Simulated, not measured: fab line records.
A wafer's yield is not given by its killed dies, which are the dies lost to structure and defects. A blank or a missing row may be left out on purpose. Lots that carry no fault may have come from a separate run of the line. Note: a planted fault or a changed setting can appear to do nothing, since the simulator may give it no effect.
fab line records :: flow nandHarc
record:
  lots: 7
  wafers: 21
  lastDay: 24
route steps=1159 shown A_CONTACT@922
lots that met no fault: taken from a fault-free run of the same line
startH: hours from the record's opening day to when the first of the lot's shown wafers began :: waitH: hours elapsed since this lot's preceding step :: " repeats the value in the row above :: L1.1+2: several wafers, shown together as one row :: - no value, or no start given :: * or withheld: withheld :: < > ~ a bound
route shown NAME@n: names a module that has steps shown in the file, with the first one's number in the route :: usual: mean/standard deviation taken from wafers without a fault :: same: alike in all rows :: chamber/n: place in a boat :: sites: per-site readings :: _std_site: their standard deviation :: _edge_site: the outer-site mean with the inner-site mean subtracted :: radiusMm: for every site, how far away it sits from the centre of the wafer :: mask NAME#n: copy n :: behind: the most recent tool/chamber to have shaped the wafer :: hold: reason for holding the lot/hours on hold/outcome of the hold :: device: whichever transistor did not switch (one of n, p or np) :: end of line: tests run on the same wafers once the route is complete :: where a step has no rows: the recipe by itself :: killed: count of dies lost to structure and defects at first sort (not the wafer's yield) :: map: dies across one wafer; x = killed, . = not, _ = none there
set.NAME: the run value of the setting; set.NAME@STEP: its run value at that earlier step :: model.NAME: the simulator's own value behind a step, which no gauge read
a table for each step, a row for each wafer; lots at some steps of the route
services: when a tool's chamber went out of use (startH, in hours from the record's first day, below 0 if earlier), for how many hours, and the reason
== steps ==
step: NHARC_A_CONTACT_STRIP_83
recipe:
  timeS: 600
  tempC: 30
  chemistry: postEtchResidueRemover
step: NHARC_A_CONTACT_DEP_84
recipe:
  targetThkA: 20000
  tempC: 400
  material: aC
usual:
  throttleValvePct: 35.000/0.0085
lot.wafer: L728.3
tool: aclDep-02
chamber: 0
startH: 436.37
waitH: -
throttleValvePct: 35.005

lot.wafer: L728.4
tool: aclDep-02
chamber: 0
startH: 436.37
waitH: -
throttleValvePct: 35.001

lot.wafer: L728.6
tool: aclDep-02
chamber: 0
startH: 436.37
waitH: -
throttleValvePct: 35.012

lot.wafer: L735.1
tool: aclDep-03
chamber: 0
startH: 482.44
waitH: -
throttleValvePct: 35.014

lot.wafer: L735.4
tool: aclDep-03
chamber: 0
startH: 482.44
waitH: -
throttleValvePct: 35.010

lot.wafer: L735.5
tool: aclDep-03
chamber: 0
startH: 482.44
waitH: -
throttleValvePct: 34.979

lot.wafer: L736.1
tool: aclDep-02
chamber: 0
startH: 486.79
waitH: -
throttleValvePct: 35.003

lot.wafer: L736.2
tool: aclDep-02
chamber: 0
startH: 486.79
waitH: -
throttleValvePct: 34.982

lot.wafer: L736.5
tool: aclDep-02
chamber: 0
startH: 486.79
waitH: -
throttleValvePct: 35.010

lot.wafer: L738.1
tool: aclDep-03
chamber: 0
startH: 495.26
waitH: -
throttleValvePct: 34.990

lot.wafer: L738.4
tool: aclDep-03
chamber: 0
startH: 495.26
waitH: -
throttleValvePct: 35.004

lot.wafer: L738.6
tool: aclDep-03
chamber: 0
startH: 495.26
waitH: -
throttleValvePct: 34.990

lot.wafer: L741.2
tool: aclDep-02
chamber: 0
startH: 519.91
waitH: -
throttleValvePct: 34.989

lot.wafer: L741.3
tool: aclDep-02
chamber: 0
startH: 519.91
waitH: -
throttleValvePct: 34.998

lot.wafer: L741.5
tool: aclDep-02
chamber: 0
startH: 519.91
waitH: -
throttleValvePct: 35.001

lot.wafer: L740.2
tool: aclDep-03
chamber: 0
startH: 520.37
waitH: -
throttleValvePct: 34.991

lot.wafer: L740.3
tool: aclDep-03
chamber: 0
startH: 520.37
waitH: -
throttleValvePct: 35.009

lot.wafer: L740.5
tool: aclDep-03
chamber: 0
startH: 520.37
waitH: -
throttleValvePct: 35.006

lot.wafer: L742.2
tool: aclDep-03
chamber: 0
startH: 523.45
waitH: -
throttleValvePct: 34.996

lot.wafer: L742.3
tool: aclDep-03
chamber: 0
startH: 523.45
waitH: -
throttleValvePct: 35.015

lot.wafer: L742.5
tool: aclDep-03
chamber: 0
startH: 523.45
waitH: -
throttleValvePct: 35.001
step: NHARC_A_CONTACT_DEP_85
recipe:
  targetThkA: 500
  targetThkNm: 50
  tempC: 400
  pressureTorr: 3.5
  flowSccm: 200
  rfW: 350
  material: SiON
usual:
  chamberPressureTorr: 3.501/0.007
  heaterPowerW: 785/110
  rfFwdPowerW: 348.3/1.2
lot.wafer: L728.3
tool: pecvd-02
chamber: 1
startH: 437.25
waitH: 0.7
chamberPressureTorr: 3.501
heaterPowerW: 700
rfFwdPowerW: 347.5
sinceWetCleanH: 90

lot.wafer: L728.4
tool: pecvd-02
chamber: 0
startH: 437.25
waitH: 0.7
chamberPressureTorr: 3.511
heaterPowerW: 747
rfFwdPowerW: 348.9
sinceWetCleanH: -

lot.wafer: L728.6
tool: pecvd-02
chamber: 1
startH: 437.25
waitH: 0.7
chamberPressureTorr: 3.503
heaterPowerW: 707
rfFwdPowerW: 347.0
sinceWetCleanH: -

lot.wafer: L735.1
tool: pecvd-02
chamber: 0
startH: 483.76
waitH: 1.1
chamberPressureTorr: 3.510
heaterPowerW: 614
rfFwdPowerW: 350.1
sinceWetCleanH: 137

lot.wafer: L735.5
tool: pecvd-02
chamber: 2
startH: 483.76
waitH: 1.1
chamberPressureTorr: 3.499
heaterPowerW: 932
rfFwdPowerW: 348.5
sinceWetCleanH: -

lot.wafer: L735.4
tool: pecvd-02
chamber: 0
startH: 483.76
waitH: 1.1
chamberPressureTorr: 3.504
heaterPowerW: 604
rfFwdPowerW: 348.3
sinceWetCleanH: -

lot.wafer: L736.2
tool: pecvd-04
chamber: 0
startH: 488.05
waitH: 0.8
chamberPressureTorr: 3.499
heaterPowerW: 588
rfFwdPowerW: 347.9
sinceWetCleanH: 99

lot.wafer: L736.1
tool: pecvd-04
chamber: 1
startH: 488.05
waitH: 0.8
chamberPressureTorr: 3.497
heaterPowerW: 949
rfFwdPowerW: 350.5
sinceWetCleanH: 99

lot.wafer: L736.5
tool: pecvd-04
chamber: 2
startH: 488.05
waitH: 0.8
chamberPressureTorr: 3.505
heaterPowerW: 843
rfFwdPowerW: 348.4
sinceWetCleanH: -

lot.wafer: L738.1
tool: pecvd-02
chamber: 1
startH: 496.60
waitH: 1.1
chamberPressureTorr: 3.496
heaterPowerW: 691
rfFwdPowerW: 348.5
sinceWetCleanH: 150

lot.wafer: L738.6
tool: pecvd-02
chamber: 1
startH: 496.60
waitH: 1.1
chamberPressureTorr: 3.493
heaterPowerW: 697
rfFwdPowerW: 348.2
sinceWetCleanH: -

lot.wafer: L738.4
tool: pecvd-02
chamber: 0
startH: 496.60
waitH: 1.1
chamberPressureTorr: 3.490
heaterPowerW: 759
rfFwdPowerW: 348.1
sinceWetCleanH: -

lot.wafer: L741.3
tool: pecvd-04
chamber: 1
startH: 520.96
waitH: 0.6
chamberPressureTorr: 3.495
heaterPowerW: 917
rfFwdPowerW: 346.9
sinceWetCleanH: 132

lot.wafer: L741.2
tool: pecvd-04
chamber: 0
startH: 520.96
waitH: 0.6
chamberPressureTorr: 3.495
heaterPowerW: 592
rfFwdPowerW: 348.9
sinceWetCleanH: 132

lot.wafer: L741.5
tool: pecvd-04
chamber: 2
startH: 520.96
waitH: 0.6
chamberPressureTorr: 3.516
heaterPowerW: 873
rfFwdPowerW: 348.0
sinceWetCleanH: -

lot.wafer: L740.2
tool: pecvd-04
chamber: 0
startH: 521.45
waitH: 0.9
chamberPressureTorr: 3.499
heaterPowerW: 610
rfFwdPowerW: 347.6
sinceWetCleanH: 132

lot.wafer: L740.3
tool: pecvd-04
chamber: 1
startH: 521.45
waitH: 0.9
chamberPressureTorr: 3.499
heaterPowerW: 994
rfFwdPowerW: 347.1
sinceWetCleanH: 132

lot.wafer: L740.5
tool: pecvd-04
chamber: 1
startH: 521.45
waitH: 0.9
chamberPressureTorr: 3.502
heaterPowerW: 980
rfFwdPowerW: 346.8
sinceWetCleanH: -

lot.wafer: L742.2
tool: pecvd-04
chamber: 0
startH: 524.52
waitH: 0.9
chamberPressureTorr: 3.499
heaterPowerW: 620
rfFwdPowerW: 349.9
sinceWetCleanH: 136

lot.wafer: L742.3
tool: pecvd-04
chamber: 1
startH: 524.52
waitH: 0.9
chamberPressureTorr: 3.502
heaterPowerW: 996
rfFwdPowerW: 349.3
sinceWetCleanH: 136

lot.wafer: L742.5
tool: pecvd-04
chamber: 0
startH: 524.52
waitH: 0.9
chamberPressureTorr: 3.499
heaterPowerW: 621
rfFwdPowerW: 348.7
sinceWetCleanH: -
step: NHARC_A_CONTACT_DEHYDRATE_00
recipe:
  tempC: 150
  timeS: 120
step: NHARC_A_CONTACT_HMDS_01
recipe:
  timeS: 30
step: NHARC_A_CONTACT_COAT_86
recipe:
  tempC: 260
  timeS: 75
step: NHARC_A_CONTACT_COAT_87
recipe:
  tempC: 225
  timeS: 65
step: NHARC_A_CONTACT_COAT_02
recipe:
  spinRpm: 1500
  resistThkNm: 90
step: NHARC_A_CONTACT_SOFTBAKE_03
recipe:
  tempC: 105
  timeS: 55
step: NHARC_A_CONTACT_EBR_04
step: NHARC_A_CONTACT_EXPOSE_05
recipe:
  na: 1.35
  sigmaOuter: 0.8
  doseMj: 84.24
  maskId: A_CC
step: NHARC_A_CONTACT_PEB_06
recipe:
  pebTempC: 100
  pebTimeS: 65
step: NHARC_A_CONTACT_DEVELOP_07
recipe:
  developTimeS: 35
  devTempC: 23
usual:
  chillPlateTempC: 22.96/0.11
  developTimeS: 35/0
lot.wafer: L728.3
tool: lithoTrack-06
chamber: 0
startH: 437
waitH: -
chillPlateTempC: 23.06
developTimeS: 35

lot.wafer: L728.4
tool: lithoTrack-06
chamber: 0
startH: 437
waitH: -
chillPlateTempC: 22.89
developTimeS: 35

lot.wafer: L728.6
tool: lithoTrack-06
chamber: 0
startH: 437
waitH: -
chillPlateTempC: 22.87
developTimeS: 35

lot.wafer: L735.1
tool: lithoTrack-04
chamber: -
startH: 484
waitH: -
chillPlateTempC: -
developTimeS: -

lot.wafer: L735.4
tool: lithoTrack-04
chamber: -
startH: 484
waitH: -
chillPlateTempC: -
developTimeS: -

lot.wafer: L735.5
tool: lithoTrack-04
chamber: -
startH: 484
waitH: -
chillPlateTempC: -
developTimeS: -

lot.wafer: L736.1
tool: lithoTrack-04
chamber: -
startH: 488
waitH: -
chillPlateTempC: -
developTimeS: -

lot.wafer: L736.2
tool: lithoTrack-04
chamber: -
startH: 488
waitH: -
chillPlateTempC: -
developTimeS: -

lot.wafer: L736.5
tool: lithoTrack-04
chamber: -
startH: 488
waitH: -
chillPlateTempC: -
developTimeS: -

lot.wafer: L738.1
tool: lithoTrack-01
chamber: -
startH: 497
waitH: -
chillPlateTempC: -
developTimeS: -

lot.wafer: L738.4
tool: lithoTrack-01
chamber: -
startH: 497
waitH: -
chillPlateTempC: -
developTimeS: -

lot.wafer: L738.6
tool: lithoTrack-01
chamber: -
startH: 497
waitH: -
chillPlateTempC: -
developTimeS: -

lot.wafer: L741.2
tool: lithoTrack-04
chamber: 0
startH: 521
waitH: -
chillPlateTempC: 23.06
developTimeS: 35

lot.wafer: L741.3
tool: lithoTrack-04
chamber: 0
startH: 521
waitH: -
chillPlateTempC: 23.06
developTimeS: 35

lot.wafer: L741.5
tool: lithoTrack-04
chamber: 0
startH: 521
waitH: -
chillPlateTempC: 22.92
developTimeS: 35

lot.wafer: L740.2
tool: lithoTrack-01
chamber: 0
startH: 522
waitH: -
chillPlateTempC: 22.98
developTimeS: 35

lot.wafer: L740.3
tool: lithoTrack-01
chamber: 0
startH: 522
waitH: -
chillPlateTempC: 23.05
developTimeS: 35

lot.wafer: L740.5
tool: lithoTrack-01
chamber: 0
startH: 522
waitH: -
chillPlateTempC: 22.92
developTimeS: 35

lot.wafer: L742.2
tool: lithoTrack-04
chamber: 0
startH: 525
waitH: -
chillPlateTempC: 22.92
developTimeS: 35

lot.wafer: L742.3
tool: lithoTrack-04
chamber: 0
startH: 525
waitH: -
chillPlateTempC: 22.91
developTimeS: 35

lot.wafer: L742.5
tool: lithoTrack-04
chamber: 0
startH: 525
waitH: -
chillPlateTempC: 22.96
developTimeS: 35
step: NHARC_A_CONTACT_CD_MEAS_08
recipe:
  targetCdNm: 100
  landingEnergyEv: 500
usual:
  cdNm: 99.9/0.61
lot.wafer: L728.3
tool: cdSem-02
chamber: 0
startH: 437.83
waitH: -
cdNm: 99.8

lot.wafer: L728.4
tool: cdSem-02
chamber: 0
startH: 437.83
waitH: -
cdNm: 99.8

lot.wafer: L728.6
tool: cdSem-02
chamber: 0
startH: 437.83
waitH: -
cdNm: 100.5

lot.wafer: L735.1
tool: cdSem-01
chamber: 0
startH: 484.42
waitH: -
cdNm: -

lot.wafer: L735.4
tool: cdSem-01
chamber: 0
startH: 484.42
waitH: -
cdNm: -

lot.wafer: L735.5
tool: cdSem-01
chamber: 0
startH: 484.42
waitH: -
cdNm: -

lot.wafer: L736.1
tool: cdSem-01
chamber: 0
startH: 488.65
waitH: -
cdNm: -

lot.wafer: L736.2
tool: cdSem-01
chamber: 0
startH: 488.65
waitH: -
cdNm: -

lot.wafer: L736.5
tool: cdSem-01
chamber: 0
startH: 488.65
waitH: -
cdNm: -

lot.wafer: L738.1
tool: cdSem-02
chamber: 0
startH: 497.32
waitH: -
cdNm: -

lot.wafer: L738.4
tool: cdSem-02
chamber: 0
startH: 497.32
waitH: -
cdNm: -

lot.wafer: L738.6
tool: cdSem-02
chamber: 0
startH: 497.32
waitH: -
cdNm: -

lot.wafer: L741.2
tool: cdSem-03
chamber: 0
startH: 521.69
waitH: -
cdNm: 99.5

lot.wafer: L741.3
tool: cdSem-03
chamber: 0
startH: 521.69
waitH: -
cdNm: 99.7

lot.wafer: L741.5
tool: cdSem-03
chamber: 0
startH: 521.69
waitH: -
cdNm: 99.0

lot.wafer: L740.2
tool: cdSem-03
chamber: 0
startH: 522.17
waitH: -
cdNm: 100.1

lot.wafer: L740.3
tool: cdSem-03
chamber: 0
startH: 522.17
waitH: -
cdNm: 100.3

lot.wafer: L740.5
tool: cdSem-03
chamber: 0
startH: 522.17
waitH: -
cdNm: 99.8

lot.wafer: L742.2
tool: cdSem-02
chamber: 0
startH: 525.25
waitH: -
cdNm: 99.7

lot.wafer: L742.3
tool: cdSem-02
chamber: 0
startH: 525.25
waitH: -
cdNm: 100.2

lot.wafer: L742.5
tool: cdSem-02
chamber: 0
startH: 525.25
waitH: -
cdNm: 100.3
== services ==
tool: lithoTrack-01
chamber: -
startH: 443.00
hours: 7.0
kind: pm

tool: lithoTrack-06
chamber: -
startH: 467.00
hours: 7.0
kind: pm

tool: lithoTrack-04
chamber: -
startH: 491.00
hours: 7.0
kind: pm

tool: pecvd-04
chamber: 0
startH: 497.82
hours: 17.5
kind: repair

tool: pecvd-02
chamber: -
startH: 515.01
hours: 13.0
kind: pm

tool: pecvd-02
chamber: 0
startH: 515.01
hours: 13.0
kind: ventCycle

tool: pecvd-02
chamber: 2
startH: 515.01
hours: 13.0
kind: ventCycle
== key ==
firstSign:
  step: NHARC_A_CONTACT_DEVELOP_07
  reading: toolRecord
  direction: missing
effect none on later readings
metAt NHARC_A_CONTACT_DEVELOP_07
struckWafers L735.1,L735.4,L735.5,L736.1,L736.2,L736.5,L738.1,L738.4,L738.6
laterRowsLeftOut L735.1,L735.4,L735.5,L736.1,L736.2,L736.5,L738.1,L738.4,L738.6
sortLeftOut L735.1,L735.4,L735.5,L736.1,L736.2,L736.5,L738.1,L738.4,L738.6
testerLeftOut L735,L736,L738
fault:
  kind: skippedStepWhole
  tool: lithoTrack-01,lithoTrack-04
  chamber: -
  onsetH: 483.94
  steps: NHARC_A_CONTACT_DEVELOP_07
  scope: struckLotsOnly
testerLeftOut: of these lots the tester's yield and bins aren't shown, on N5 and GAA mostly nor the transistor test; their killed dies are dies lost to structure and defects alone, not to doping, threshold or leakage, so they don't give the yield
sortLeftOut: the simulated sort isn't trusted on such a fault, so these wafers' sort isn't shown, and their yield isn't known
laterRowsLeftOut: the simulator's readings of these wafers behind a module that went badly wrong aren't trusted and aren't shown, but for the sort
